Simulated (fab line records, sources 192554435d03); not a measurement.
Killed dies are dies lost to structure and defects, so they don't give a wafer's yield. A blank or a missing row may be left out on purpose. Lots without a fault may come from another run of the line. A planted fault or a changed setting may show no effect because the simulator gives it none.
fab line records | flow n5_finfet
record lots=7 wafers=21
route steps=1938 shown SDB@348 HKMG_FIN@391 GATE_CUT@466 MOL_CONTACT_COAG@518
start_h: hours from the record's first day to the start of the lot's first wafer shown | wait_h: hours since the lot's step before | " the same as in the row above | L1.1+2: a row that stands for several wafers | - no value, or no start given | * or withheld: withheld | < > ~ a bound
route shown NAME@n: a module of which the file shows steps, and the number in the route of the first | usual: mean/standard deviation of fault-free wafers | same: alike in all rows | chamber/n: place in a boat | sites: the reading at each site | _std_site: their standard deviation | _edge_site: outer sites' mean less inner sites' | radius_mm: how far each site lies from the wafer's centre | mask NAME#n: copy n | behind: the tool/chamber that last shaped the wafer | hold: why the lot was held/for how many hours/how that ended | device: the transistor (n, p or np) that didn't switch | end of line: the same wafers' tests at the end of the route | a step without rows: its recipe alone | killed: dies lost to structure and defects at the first sort, not the wafer's yield | map: a wafer's dies, x killed, . not, _ none there
set.NAME: the setting as run; set.NAME@STEP: as run at that earlier step | model.NAME: the simulator's own value behind a step, which no gauge read
lots whose settings were changed on purpose; a table a step, a row a wafer
## steps
# step N5_SDB_COAT_03
# recipe resist=SOC temp_c=250 time_s=60 spin_rpm=1500 resist_thk_nm=100
# columns lot.wafer tool chamber start_h wait_h set.spin_rpm model.SOC_of_SDB_COAT_03.thk_nm
L076.1 litho_track-04 0 75.94 0.1 1427 102.2
L076.2 " 0 " " 1500 100
L076.5 " 0 " " 1500 99.8
L075.1 litho_track-04 0 76.09 0.1 1500 100.6
L075.2 " 0 " " 1573 97.8
L075.4 " 0 " " 1500 100
L079.3+4 litho_track-04 0 98.36 0.1 1500 100
L079.5 " 0 " " 1500 100.2
L080.2+5 litho_track-04 0 112.30 0.1 1500 100.2
L080.3 " 0 " " 1500 100.4
L089.2+6 litho_track-03 0 156.22 0.1 1500 100
L089.3 " 0 " " 1500 99.8
L092.1 litho_track-04 0 170.96 0.1 1500 100.8
L092.3 " 0 " " 1500 100.6
L092.4 " 0 " " 1500 100.4
L097.2 litho_track-04 0 204.98 0.1 1625 96.2
L097.5 " 0 " " 1625 96
L097.6 " 0 " " 1500 99.8
# step N5_SDB_COAT_04
# recipe resist=SiARC temp_c=220 time_s=60 spin_rpm=1500 resist_thk_nm=18
# step N5_SDB_COAT_05
# recipe resist=CAR-ArF spin_rpm=1500 resist_thk_nm=90
# step N5_SDB_DESCUM_16
# recipe chemistry=O2 time_s=7.9 source_power_w=50 bias_power_w=20 pressure_mtorr=20 rf_frequency_hz=2.712e+07 temp_c=40 resist=CAR-ArF o2_flow_sccm=225
# step N5_SDB_ETCH_17
# recipe chemistry=CF4 target=SiARC target_depth_a=234 mask_material=CAR-ArF time_s=39 ion_energy_ev=80 pressure_mtorr=40 source_w=545 bias_w=36 Ar_flow_sccm=100 cf4_flow_sccm=100 ends=cleared
# step N5_SDB_ETCH_18
# recipe chemistry=N2/H2 target=SOC target_depth_a=1000 overetch_a=200 mask_material=SiARC temp_c=40 time_s=150 ion_energy_ev=200 pressure_mtorr=30 source_w=840 bias_w=150 n2_flow_sccm=200 h2_flow_sccm=200
# columns lot.wafer tool chamber start_h wait_h set.spin_rpm@SDB_COAT_03 model.etch.depth_nm
L076.1 rie_diel-05 3 76.66 0.0 1427 102.2
L076.2 " 0 " " 1500 100
L076.5 " 3 " " 1500 99.73
L075.1 rie_diel-04 3 76.84 0.0 1500 100.6
L075.2 " 1 " " 1573 97.82
L075.4 " 0 " " 1500 100
L079.3 rie_diel-02 1 98.89 0.0 1500 99.97
L079.4 " 3 " " 1500 99.98
L079.5 " 3 " " 1500 100.1
L080.2 rie_diel-04 0 112.91 0.0 1500 100.3
L080.3 " 3 " " 1500 100.5
L080.5 " 1 " " 1500 100.1
L089.2 rie_diel-05 3 156.67 0.0 1500 99.94
L089.3 " 2 " " 1500 99.89
L089.6 " 3 " " 1500 100
L092.1 rie_diel-05 0 171.36 0.0 1500 100.8
L092.3 " 2 " " 1500 100.7
L092.4 " 2 " " 1500 100.3
L097.2 rie_diel-05 2 205.70 0.0 1625 96.25
L097.5 " 3 " " 1625 95.97
L097.6 " 2 " " 1500 99.8
# step N5_SDB_STRIP_19
# recipe chemistry=N2/H2 temp_c=40 n2_flow_sccm=200 h2_flow_sccm=200 rf_frequency_hz=6e+07
# step N5_SDB_STRIP_21
# recipe chemistry=CF4 resist=SiARC power_w=300 bias_power_w=75 pressure_mtorr=50 cf4_flow_sccm=150 rf_frequency_hz=6e+07
# step N5_SDB_HM_OPEN_20
# recipe chemistry=CH3F/O2 target=SiNx mask_material=SOC target_depth_a=240 stop_on=poly-Si over_etch_frac=0.4 ion_energy_ev=120 pressure_mtorr=30 source_w=395 bias_w=73 Ar_flow_sccm=150 CH3F_flow_sccm=30 O2_flow_sccm=20
# columns lot.wafer tool chamber start_h wait_h set.spin_rpm@SDB_COAT_03 model.SOC_of_SDB_COAT_03.thk_nm
L076.1 rie_diel-05 3 76.82 0.0 1427 86.6
L076.2 " 0 " " 1500 84
L076.5 " 3 " " 1500 83.8
L075.1 rie_diel-04 3 77.00 0.0 1500 84.4
L075.2 " 1 " " 1573 82.2
L075.4 " 0 " " 1500 84
L079.3 rie_diel-02 1 99.05 0.0 1500 84.6
L079.4 " 3 " " 1500 84.2
L079.5 " 3 " " 1500 84.4
L080.2+5 rie_diel-04 0,1 113.07 0.0 1500 84.4
L080.3 " 3 " " 1500 84.2
L089.2 rie_diel-05 3 156.83 0.0 1500 84
L089.3+6 " 2,3 " " 1500 84.2
L092.1+3 rie_diel-05 0,2 171.52 0.0 1500 84.8
L092.4 " 2 " " 1500 84.4
L097.2 rie_diel-05 2 205.86 0.0 1625 80.2
L097.5 " 3 " " 1625 79.8
L097.6 " 2 " " 1500 83.8
# step N5_SDB_STRIP_22
# recipe chemistry=N2/H2 power_w=1000 temp_c=250 h2_frac=0.65 overash_fraction=0.3 pressure_mtorr=withheld n2_flow_sccm=1750 h2_flow_sccm=3250
# usual strip_time_to_endpoint_s=96.3/0.38
# columns lot.wafer tool chamber start_h wait_h set.spin_rpm@SDB_COAT_03 strip_time_to_endpoint_s
L076.1 plasma_asher-01 1 76.90 0.1 1427 98.6
L076.2 " 0 " " 1500 96.1
L076.5 " 0 " " 1500 96.1
L075.1 plasma_asher-02 1 77.08 0.1 1500 96.6
L075.2 " 0 " " 1573 94.5
L075.4 " 0 " " 1500 96.3
L079.3 plasma_asher-01 1 99.17 0.1 1500 96.8
L079.4 " 0 " " 1500 96.4
L079.5 " 1 " " 1500 96.6
L080.2 plasma_asher-02 0 113.15 0.1 1500 96.6
L080.3 " 0 " " 1500 96.5
L080.5 " 0 " " 1500 96.6
L089.2 plasma_asher-02 1 156.94 0.1 1500 96.2
L089.3 " 0 " " 1500 96.4
L089.6 " 0 " " 1500 96.4
L092.1 plasma_asher-02 0 171.77 0.2 1500 97.0
L092.3 " 0 " " 1500 97.0
L092.4 " 1 " " 1500 96.6
L097.2 plasma_asher-01 1 205.94 0.1 1625 92.6
L097.5 " 1 " " 1625 92.3
L097.6 " 0 " " 1500 96.0
# step N5_HKMG_FIN_COAT_42
# recipe resist=SiARC temp_c=220 time_s=60 spin_rpm=1500 resist_thk_nm=35
# columns lot.wafer tool chamber start_h wait_h set.spin_rpm model.SiARC_of_HKMG_FIN_COAT_42.thk_nm
L076.1+2 litho_track-01 0 - - 1500 35.2
L076.5 " 0 " " 1500 35
L075.1+2+4 litho_track-03 0 - - 1500 34.8
L079.3+5 litho_track-01 0 - - 1347 37
L079.4 " 0 " " 1500 35
L080.2 litho_track-02 0 - - 1500 35
L080.3+5 " 0 " " 1596 34
L089.2 litho_track-03 0 - - 1500 35.2
L089.3 " 0 " " 1348 37
L089.6 " 0 " " 1500 35
L092.1 litho_track-01 0 - - 1500 35
L092.3+4 " 0 " " 1500 35.2
L097.2 litho_track-02 0 - - 1500 35.2
L097.5 " 0 " " 1500 35
L097.6 " 0 " " 1662 33.4
# step N5_HKMG_FIN_COAT_43
# recipe resist=CAR-ArF spin_rpm=1500 resist_thk_nm=90
# columns lot.wafer tool chamber start_h wait_h set.spin_rpm model.CAR-ArF_of_HKMG_FIN_COAT_43.thk_nm
L076.1 litho_track-01 0 - - 1500 89.8
L076.2 " 0 " " 1457 91.2
L076.5 " 0 " " 1457 91.4
L075.1 litho_track-03 0 - - 1500 89.8
L075.2 " 0 " " 1500 90.2
L075.4 " 0 " " 1500 90
L079.3 litho_track-01 0 - - 1445 91.8
L079.4 " 0 " " 1500 90.2
L079.5 " 0 " " 1500 90.4
L080.2+5 litho_track-02 0 - - 1561 88.4
L080.3 " 0 " " 1561 88.2
L089.2 litho_track-03 0 - - 1500 89.8
L089.3 " 0 " " 1338 95.2
L089.6 " 0 " " 1500 90
L092.1+3+4 litho_track-01 0 - - 1500 90.2
L097.2 litho_track-02 0 - - 1565 88.4
L097.5 " 0 " " 1500 90
L097.6 " 0 " " 1500 90.4
# step N5_HKMG_FIN_EBR_45
# recipe solvent=PGMEA ebr_width_mm=1.5
# step N5_HKMG_FIN_SOFTBAKE_44
# recipe temp_c=110 time_s=60 resist=CAR-ArF
# step N5_HKMG_FIN_EXPOSE_46
# recipe mask_id=NDIPOLE na=1.35 source_shape=conventional sigma_outer=0.8 polarization=unpolarized dose_mj=40
# step N5_HKMG_FIN_PEB_47
# recipe peb_temp_c=withheld peb_time_s=60 resist=CAR-ArF
# step N5_HKMG_FIN_DEVELOP_48
# recipe develop_time_s=30 developer=TMAH resist=CAR-ArF rinse_liquid=diw dry=air_spin dev_temp_c=23
# columns lot.wafer tool chamber start_h wait_h set.spin_rpm@HKMG_FIN_COAT_43 model.CAR-ArF_of_HKMG_FIN_COAT_43.thk_nm
L076.1 litho_track-03 0 - - 1500 88.2
L076.2 " 0 " " 1457 89.4
L076.5 " 0 " " 1457 89.8
L075.1+4 litho_track-01 0 - - 1500 88.2
L075.2 " 0 " " 1500 88.4
L079.3 litho_track-01 0 - - 1445 90.2
L079.4 " 0 " " 1500 88.4
L079.5 " 0 " " 1500 88.6
L080.2+3+5 litho_track-03 0 - - 1561 86.6
L089.2+6 litho_track-03 0 - - 1500 88.2
L089.3 " 0 " " 1338 93.4
L092.1+3 litho_track-02 0 - - 1500 88.4
L092.4 " 0 " " 1500 88.6
L097.2 litho_track-01 0 - - 1565 86.8
L097.5 " 0 " " 1500 88.4
L097.6 " 0 " " 1500 88.6
# step N5_HKMG_FIN_DESCUM_53
# recipe chemistry=O2 time_s=7.9 source_power_w=50 bias_power_w=20 pressure_mtorr=20 rf_frequency_hz=2.712e+07 temp_c=40 resist=CAR-ArF o2_flow_sccm=225
# step N5_HKMG_FIN_ETCH_54
# recipe chemistry=CF4 target=SiARC target_depth_a=455 mask_material=CAR-ArF time_s=75.8 ion_energy_ev=80 pressure_mtorr=40 source_w=545 bias_w=36 Ar_flow_sccm=100 cf4_flow_sccm=100 ends=cleared
# columns lot.wafer tool chamber start_h wait_h set.spin_rpm@HKMG_FIN_COAT_42 set.spin_rpm@HKMG_FIN_COAT_43 model.etch.depth_nm model.CAR-ArF_of_HKMG_FIN_COAT_43.thk_nm
L076.1 rie_diel-05 3 82.84 0.0 1500 1500 35.22 50.6
L076.2 " 2 " " 1500 1457 35.25 51.8
L076.5 " 0 " " 1500 1457 35 52.4
L075.1 rie_diel-04 3 83.07 0.0 1500 1500 34.81 50.8
L075.2 " 1 " " 1500 1500 34.82 51.2
L075.4 " 0 " " 1500 1500 34.84 51
L079.3 rie_diel-02 2 105.00 0.0 1347 1445 36.9 51
L079.4 " 0 " " 1500 1500 34.96 51
L079.5 " 3 " " 1347 1500 36.98 49.4
L080.2 rie_diel-02 0 118.63 0.0 1500 1561 35.02 49.2
L080.3 " 2 " " 1596 1561 34.04 50
L080.5 " 2 " " 1596 1561 34.02 50.2
L089.2 rie_diel-04 2 162.27 0.0 1500 1500 35.14 50.4
L089.3 " 1 " " 1348 1338 36.92 54.2
L089.6 " 1 " " 1500 1500 35.07 50.8
L092.1 rie_diel-05 3 177.57 0.0 1500 1500 35.02 51
L092.3 " 2 " " 1500 1500 35.11 50.8
L092.4 " 2 " " 1500 1500 35.13 51
L097.2 rie_diel-02 1 211.91 0.0 1500 1565 35.14 49.2
L097.5 " 3 " " 1500 1500 34.96 51
L097.6 " 2 " " 1662 1500 33.32 52.8
# step N5_GATE_CUT_ETCH_56
# recipe chemistry=Cl2/Ar target=TiN target_depth_a=216 pressure_mtorr=10 icp_w=600 bias_w=60 Cl2_flow_sccm=40 Ar_flow_sccm=60
# columns lot.wafer tool chamber start_h wait_h set.icp_w model.etch.depth_nm
L076.1 rie_metal-01 0 90.84 0.1 600 21.5
L076.2 " 1 " " 600 21.2
L076.5 " 1 " " 600 21.01
L075.1 rie_metal-03 0 91.42 0.1 600 22.43
L075.2 " 1 " " 600 21.56
L075.4 " 1 " " 600 21.73
L079.3 rie_metal-02 0 113.06 0.1 600 21.82
L079.4 " 1 " " 600 22.06
L079.5 " 0 " " 600 21.93
L080.2 rie_metal-03 1 126.66 0.1 600 21.4
L080.3 " 0 " " 600 22.03
L080.5 " 1 " " 600 21.46
L089.2 rie_metal-03 1 170.72 0.1 600 21.42
L089.3 " 0 " " 549.3 20.77
L089.6 " 0 " " 549.3 20.57
L092.1 rie_metal-03 1 185.68 0.1 600 21.41
L092.3 " 0 " " 600 22.28
L092.4 " 1 " " 600 21.51
L097.2 rie_metal-01 0 219.70 0.1 694.5 24.58
L097.5 " 1 " " 600 21.24
L097.6 " 0 " " 600 21.43
# step N5_MOL_CONTACT_COAG_COAT_104
# recipe resist=SiARC temp_c=220 time_s=60 spin_rpm=1500 resist_thk_nm=12
# columns lot.wafer tool chamber start_h wait_h set.spin_rpm model.SiARC_of_MOL_CONTACT_COAG_COAT_104.thk_nm
L076.1+5 litho_track-05 0 - - 1500 12
L076.2 " 0 " " 1344 12.6
L075.1+2+4 litho_track-02 0 - - 1500 12
L079.3+4+5 litho_track-02 0 - - 1500 12
L080.2 litho_track-02 0 - - 1500 12
L080.3 " 0 " " 1590 11.6
L080.5 " 0 " " 1590 11.8
L089.2+3 litho_track-03 0 - - 1500 12
L089.6 " 0 " " 1560 11.8
L092.1+3+4 litho_track-05 0 - - 1500 12
L097.2+6 litho_track-02 0 - - 1659 11.4
L097.5 " 0 " " 1500 12
# step N5_MOL_CONTACT_COAG_COAT_58
# recipe resist=underlayer temp_c=205 time_s=60 spin_rpm=1500 resist_thk_nm=10
# columns lot.wafer tool chamber start_h wait_h set.spin_rpm model.underlayer_of_MOL_CONTACT_COAG_COAT_58.thk_nm
L076.1 litho_track-05 0 - - 1610 9.6
L076.2+5 " 0 " " 1500 10
L075.1+2 litho_track-02 0 - - 1358 10.6
L075.4 " 0 " " 1500 10
L079.3 litho_track-02 0 - - 1405 10.4
L079.4+5 " 0 " " 1500 10
L080.2+3+5 litho_track-02 0 - - 1500 10
L089.2+3+6 litho_track-03 0 - - 1500 10
L092.1+3+4 litho_track-05 0 - - 1500 10
L097.2 litho_track-02 0 - - 1400 10.4
L097.5+6 " 0 " " 1500 10
# step N5_MOL_CONTACT_COAG_COAT_02
# recipe resist=CAR-EUV spin_rpm=1500 resist_thk_nm=30
# step N5_MOL_CONTACT_COAG_EBR_04
# recipe solvent=PGMEA ebr_width_mm=1.5
# step N5_MOL_CONTACT_COAG_DESCUM_13
# recipe chemistry=O2 time_s=7 source_power_w=50 bias_power_w=20 pressure_mtorr=20 rf_frequency_hz=2.712e+07 temp_c=40 resist=CAR-EUV o2_flow_sccm=225
# step N5_MOL_CONTACT_COAG_ETCH_59
# recipe chemistry=N2/H2 target=underlayer target_depth_a=130 mask_material=CAR-EUV time_s=10.4 ion_energy_ev=200 pressure_mtorr=30 source_w=840 bias_w=150 n2_flow_sccm=200 h2_flow_sccm=200 ends=cleared
# columns lot.wafer tool chamber start_h wait_h set.spin_rpm@MOL_CONTACT_COAG_COAT_58 model.CAR-EUV_of_MOL_CONTACT_COAG_COAT_02.thk_nm model.etch.depth_nm
L076.1 rie_diel-02 0 99.14 0.0 1610 15 9.663
L076.2 " 2 " " 1500 14.4 10.07
L076.5 " 3 " " 1500 14.4 10.03
L075.1 rie_diel-05 3 101.47 0.0 1358 14.2 10.52
L075.2 " 0 " " 1358 14 10.53
L075.4 " 1 " " 1500 14.6 10.03
L079.3 rie_diel-04 1 121.05 0.0 1405 14.2 10.33
L079.4 " 2 " " 1500 14.4 10.03
L079.5 " 1 " " 1500 14.6 9.984
L080.2 rie_diel-04 2 134.89 0.0 1500 14.4 10.01
L080.3 " 3 " " 1500 14.4 10.04
L080.5 " 1 " " 1500 14.6 10.03
L089.2 rie_diel-04 1 178.50 0.0 1500 14.8 10.01
L089.3 " 3 " " 1500 14.6 10
L089.6 " 3 " " 1500 14.6 10.02
L092.1 rie_diel-05 2 195.34 0.0 1500 14.6 10
L092.3 " 3 " " 1500 14.8 10.01
L092.4 " 1 " " 1500 14.8 9.994
L097.2 rie_diel-02 3 227.15 0.0 1400 14.2 10.34
L097.5 " 2 " " 1500 14.8 10.03
L097.6 " 1 " " 1500 14.8 10.02
# step N5_MOL_CONTACT_COAG_ETCH_105
# recipe chemistry=CF4 target=SiARC target_depth_a=156 mask_material=CAR-EUV time_s=26 ion_energy_ev=80 pressure_mtorr=40 source_w=545 bias_w=36 Ar_flow_sccm=100 cf4_flow_sccm=100 ends=cleared
# columns lot.wafer tool chamber start_h wait_h set.spin_rpm@MOL_CONTACT_COAG_COAT_104 model.etch.depth_nm
L076.1 rie_diel-02 0 99.16 0.0 1500 12.04
L076.2 " 2 " " 1344 12.69
L076.5 " 3 " " 1500 12
L075.1 rie_diel-05 3 101.49 0.0 1500 11.97
L075.2 " 0 " " 1500 12.01
L075.4 " 1 " " 1500 12
L079.3 rie_diel-04 1 121.07 0.0 1500 12.02
L079.4 " 2 " " 1500 11.98
L079.5 " 1 " " 1500 11.99
L080.2 rie_diel-04 2 134.91 0.0 1500 12.02
L080.3+5 " 3,1 " " 1590 11.7
L089.2 rie_diel-04 1 178.52 0.0 1500 12.02
L089.3 " 3 " " 1500 11.98
L089.6 " 3 " " 1560 11.75
L092.1 rie_diel-05 2 195.36 0.0 1500 11.99
L092.3 " 3 " " 1500 12
L092.4 " 1 " " 1500 11.94
L097.2 rie_diel-02 3 227.17 0.0 1659 11.46
L097.5 " 2 " " 1500 12.05
L097.6 " 1 " " 1659 11.44
# step N5_MOL_CONTACT_COAG_EXPOSE_37
# recipe mask_id=VD na=0.33 source_shape=annular sigma_inner=0.3 sigma_outer=0.7 polarization=unpolarized defocus_nm=0 dose_mj=62
# columns lot.wafer tool chamber start_h wait_h mask set.dose_mj
L076.1+2+5 euv_scanner-01 0 110.00 - VD#0 62
L075.1+2 euv_scanner-02 0 110.75 - VD#0 59.8
L075.4 " 0 " " VD#0 62
L079.3+4 euv_scanner-02 0 136.07 - VD#0 58.12
L079.5 " 0 " " VD#0 62
L080.2+3 euv_scanner-01 0 147.69 - VD#0 62
L080.5 " 0 " " VD#0 65.16
L089.2+3+6 euv_scanner-02 0 193.00 - VD#0 62
L092.1+3+4 euv_scanner-02 0 208.00 - VD#0 62
L097.2+5+6 euv_scanner-01 0 236.84 - VD#0 62
# step N5_MOL_CONTACT_COAG_PEB_38
# recipe peb_temp_c=100 peb_time_s=60 resist=CAR-EUV
# step N5_MOL_CONTACT_COAG_DEVELOP_39
# recipe develop_time_s=30 developer=TMAH resist=CAR-EUV rinse_liquid=surfactant_rinse dry=air_spin dev_temp_c=23
# step N5_MOL_CONTACT_COAG_CD_MEAS_40
# recipe target_cd_nm=25.1 landing_energy_ev=500 detector=se_inlens polarity=opening
# usual cd_nm=25.14/0.21
# columns lot.wafer tool chamber start_h wait_h set.dose_mj@MOL_CONTACT_COAG_EXPOSE_37 cd_nm
L076.1 cd_sem-02 0 110.14 - 62 25.19
L076.2 " 0 " " 62 25.24
L076.5 " 0 " " 62 25.65
L075.1 cd_sem-02 0 110.90 - 59.8 24.58
L075.2 " 0 " " 59.8 24.43
L075.4 " 0 " " 62 25.23
L079.3 cd_sem-02 0 136.20 - 58.12 23.96
L079.4 " 0 " " 58.12 23.99
L079.5 " 0 " " 62 25.13
L080.2 cd_sem-01 0 147.83 - 62 24.77
L080.3 " 0 " " 62 24.94
L080.5 " 0 " " 65.16 26.33
L089.2 cd_sem-01 0 193.14 - 62 24.93
L089.3 " 0 " " 62 25.17
L089.6 " 0 " " 62 25.28
L092.1 cd_sem-03 0 208.15 - 62 25.08
L092.3 " 0 " " 62 25.59
L092.4 " 0 " " 62 25.28
L097.2 cd_sem-01 0 236.98 - 62 24.87
L097.5 " 0 " " 62 24.89
L097.6 " 0 " " 62 25.13
# step N5_MOL_CONTACT_COAG_PRECLEAN_138
# recipe chemistry=alkaline_clean temp_c=60 time_s=60 do_ppb=50
# step N5_MOL_CONTACT_COAG_SRD_139
# recipe dry=ipa_marangoni time_s=30 temp_c=23 rinse_liquid=diw
# step N5_MOL_CONTACT_COAG_CD_MEAS_101
# recipe target_cd_nm=16
# usual cd_nm=16.0/0.33
# columns lot.wafer tool chamber start_h wait_h set.dose_mj@MOL_CONTACT_COAG_EXPOSE_37 cd_nm
L076.1 cd_sem-02 - 111.21 0.0 62 16.4
L076.2 " - " " 62 15.6
L076.5 " - " " 62 15.7
L075.1 cd_sem-03 - 111.87 0.0 59.8 15.2
L075.2 " - " " 59.8 15.2
L075.4 " - " " 62 16.1
L079.3 cd_sem-01 - 137.26 0.0 58.12 14.9
L079.4 " - " " 58.12 14.5
L079.5 " - " " 62 16.0
L080.2 cd_sem-03 - 148.88 0.0 62 16.1
L080.3 " - " " 62 15.8
L080.5 " - " " 65.16 17.2
L089.2 cd_sem-01 - 194.08 0.0 62 15.8
L089.3 " - " " 62 16.0
L089.6 " - " " 62 16.0
L092.1 cd_sem-01 - 209.34 0.0 62 16.3
L092.3 " - " " 62 16.3
L092.4 " - " " 62 16.4
L097.2 cd_sem-03 - 238.20 0.0 62 16.1
L097.5 " - " " 62 16.2
L097.6 " - " " 62 15.6
## key
split step=N5_SDB_COAT_03 setting=spin_rpm stated=1500 by=wafer
response step=N5_SDB_COAT_03 reading=model.SOC_of_SDB_COAT_03.thk_nm change=-0.464 per=1% r=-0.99
response step=N5_SDB_ETCH_18 reading=model.etch.depth_nm change=-0.465 per=1% r=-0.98
response step=N5_SDB_HM_OPEN_20 reading=model.SOC_of_SDB_COAT_03.thk_nm change=-0.467 per=1% r=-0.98
response step=N5_SDB_STRIP_22 reading=strip_time_to_endpoint_s change=* per=1% r=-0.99
split step=N5_HKMG_FIN_COAT_42 setting=spin_rpm stated=1500 by=wafer
response step=N5_HKMG_FIN_COAT_42 reading=model.SiARC_of_HKMG_FIN_COAT_42.thk_nm change=-0.177 per=1% r=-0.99
response step=N5_HKMG_FIN_ETCH_54 reading=model.etch.depth_nm change=-0.175 per=1% r=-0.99
response step=N5_HKMG_FIN_ETCH_54 reading=model.CAR-ArF_of_HKMG_FIN_COAT_43.thk_nm slope=+0.153 per=1% together_with=spin_rpm@HKMG_FIN_COAT_43 explained=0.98
split step=N5_HKMG_FIN_COAT_43 setting=spin_rpm stated=1500 by=wafer
response step=N5_HKMG_FIN_COAT_43 reading=model.CAR-ArF_of_HKMG_FIN_COAT_43.thk_nm change=-0.476 per=1% r=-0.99
response step=N5_HKMG_FIN_DEVELOP_48 reading=model.CAR-ArF_of_HKMG_FIN_COAT_43.thk_nm change=-0.47 per=1% r=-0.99
response step=N5_HKMG_FIN_ETCH_54 reading=model.CAR-ArF_of_HKMG_FIN_COAT_43.thk_nm change=-0.368 per=1% r=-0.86
split step=N5_GATE_CUT_ETCH_56 setting=icp_w stated=600 by=wafer
response step=N5_GATE_CUT_ETCH_56 reading=model.etch.depth_nm change=+0.18 per=1% r=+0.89
split step=N5_MOL_CONTACT_COAG_COAT_104 setting=spin_rpm stated=1500 by=wafer
response step=N5_MOL_CONTACT_COAG_COAT_104 reading=model.SiARC_of_MOL_CONTACT_COAG_COAT_104.thk_nm change=-0.0558 per=1% r=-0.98
response step=N5_MOL_CONTACT_COAG_ETCH_105 reading=model.etch.depth_nm change=-0.0598 per=1% r=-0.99
split step=N5_MOL_CONTACT_COAG_COAT_58 setting=spin_rpm stated=1500 by=wafer
response step=N5_MOL_CONTACT_COAG_COAT_58 reading=model.underlayer_of_MOL_CONTACT_COAG_COAT_58.thk_nm change=-0.0606 per=1% r=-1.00
response step=N5_MOL_CONTACT_COAG_ETCH_59 reading=model.CAR-EUV_of_MOL_CONTACT_COAG_COAT_02.thk_nm change=+0.0659 per=1% r=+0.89
response step=N5_MOL_CONTACT_COAG_ETCH_59 reading=model.etch.depth_nm change=-0.0512 per=1% r=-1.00
split step=N5_MOL_CONTACT_COAG_EXPOSE_37 setting=dose_mj stated=62 by=wafer
response step=N5_MOL_CONTACT_COAG_CD_MEAS_40 reading=cd_nm change=+0.222 per=1% r=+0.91
response step=N5_MOL_CONTACT_COAG_CD_MEAS_101 reading=cd_nm change=+0.224 per=1% r=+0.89
